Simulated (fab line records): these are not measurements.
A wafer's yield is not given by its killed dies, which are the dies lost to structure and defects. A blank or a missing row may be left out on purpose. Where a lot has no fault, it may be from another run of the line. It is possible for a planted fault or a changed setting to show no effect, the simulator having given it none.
Comparing a struck lot with a sound one || flow nand harc || 15 out of 1302 route steps
Sound: wafers L277.1, L277.4, L277.6. Struck: wafer L272.5 (L272.1, L272.6, from the same lot, were not struck and are left out); the cause is given at the end.
At each step with rows: each side's tool, then ch and its chambers, then its first start. Under that, the readings that differ: sound wafers || struck wafers || difference of the means || sigmas: that difference in standard deviations of wafers without a fault.
alike: readings with means less than 2 such deviations apart, plus words and numbers identical on both sides. not compared: withheld readings, readings lacking a value on some wafer, bounds such as >300 that could conceal the same value, and numbers that have no deviation in the record and whose values overlap.
The two part at a step that has a row with sigmas, a row that says differs or no value, or rows on one side only. Non-overlapping numbers with no deviation appear without sigmas and do not part them. A reading that every wafer of one side lacks parts them only if that side has two wafers or more.

first, 1 step without rows for these wafers: NHARC_A_ONON_D1_DEP_12 (target thk 1000 nm).
NHARC_A_ONON_D1_THK_MEAS_14: measures by ellipsometry.
  struck on film metro-01, day 12 06:00; sound on film metro-02, day 14 12:50
  alike: thk nm
then, 2 steps without rows for these wafers: NHARC_A_ONON_D1_ANNEAL_15 (time 3600 s); NHARC_A_ONON_D1_DEP_16 (target thk 1000 nm).
NHARC_A_ONON_D1_THK_MEAS_18: measures by ellipsometry.
  struck on film metro-01, day 12 15:13; sound on film metro-02, day 14 20:36
  alike: thk nm
then NHARC_A_ONON_D1_DEP_19 (target thk 1000 nm), 1 step lacking rows for these wafers.
NHARC_A_ONON_D1_THK_MEAS_21: measures by ellipsometry.
  struck on film metro-02, day 12 15:46; sound on film metro-01, day 14 21:10
  alike: thk nm
then NHARC_A_ONON_D1_DEP_22 (target thk 1000 nm), 1 step lacking rows for these wafers.
NHARC_A_ONON_D1_THK_MEAS_24: measures by ellipsometry.
  struck on film metro-01, day 12 16:20; sound on film metro-02, day 14 21:44
  alike: thk nm
then NHARC_A_ONON_D1_DEP_25 (target thk 1000 nm), 1 step lacking rows for these wafers.
NHARC_A_ONON_D1_THK_MEAS_27: measures by ellipsometry.
  struck on film metro-01, day 12 16:55; sound on film metro-02, day 14 22:18
  alike: thk nm
NHARC_A_ONON_D1_DEP_28: target thk 1000 nm.
  sound on pecvd onon-02 ch 0, day 14 22:22; struck on pecvd onon-03 ch 0, day 12 16:58
{"reading": "n2 flow sccm (sccm)", "sound": "2736 2733 2730", "struck": 2755, "difference": "+22", "sigmas": "+3"}
  alike: nh3 flow sccm
NHARC_A_ONON_D1_THK_MEAS_30: measures by ellipsometry.
  struck on film metro-01, day 12 17:29; sound on film metro-02, day 14 22:52
{"reading": "thk nm (nm)", "sound": "1002 1002 1000", "struck": 637, "difference": -364, "sigmas": -37}
NHARC_A_ONON_D1_DEP_33: deposits SiO2, target thk 200 nm.
  sound on pecvd-03 ch 0,1,2, day 14 22:55; struck on pecvd-02 ch 2, day 12 17:37
  alike: heater power w, mfc precursor sccm, rf fwd power W, throttle valve pct
-- record jumps: 17 days between struck wafers' starts before vs after; left off in module A_ONON_D1, resumes in module END, first step shown is number 1302 of the route --
NHARC_END_SORT_01:
  sound on prober-01 ch 0, day 31 20:39; struck on prober-01 ch 0, day 29 18:56
{"reading": "killed at array", "sound": "47 44", "struck": 672, "difference": "+626", "sigmas": "+31"}
{"reading": "killed dies", "sound": "51 51", "struck": 677, "difference": "+626", "sigmas": "+31"}
  alike: killed at other, killed at periphery, killed open, killed short

== WHERE THEY PART ==
At NHARC_A_ONON_D1_DEP_28 first; at NHARC_END_SORT_01 last (within this record only).

WHY: what had been put in by the simulator
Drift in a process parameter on pecvd onon-03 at NHARC_A_ONON_D1_DEP_28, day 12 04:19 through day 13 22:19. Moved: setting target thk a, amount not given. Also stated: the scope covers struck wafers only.
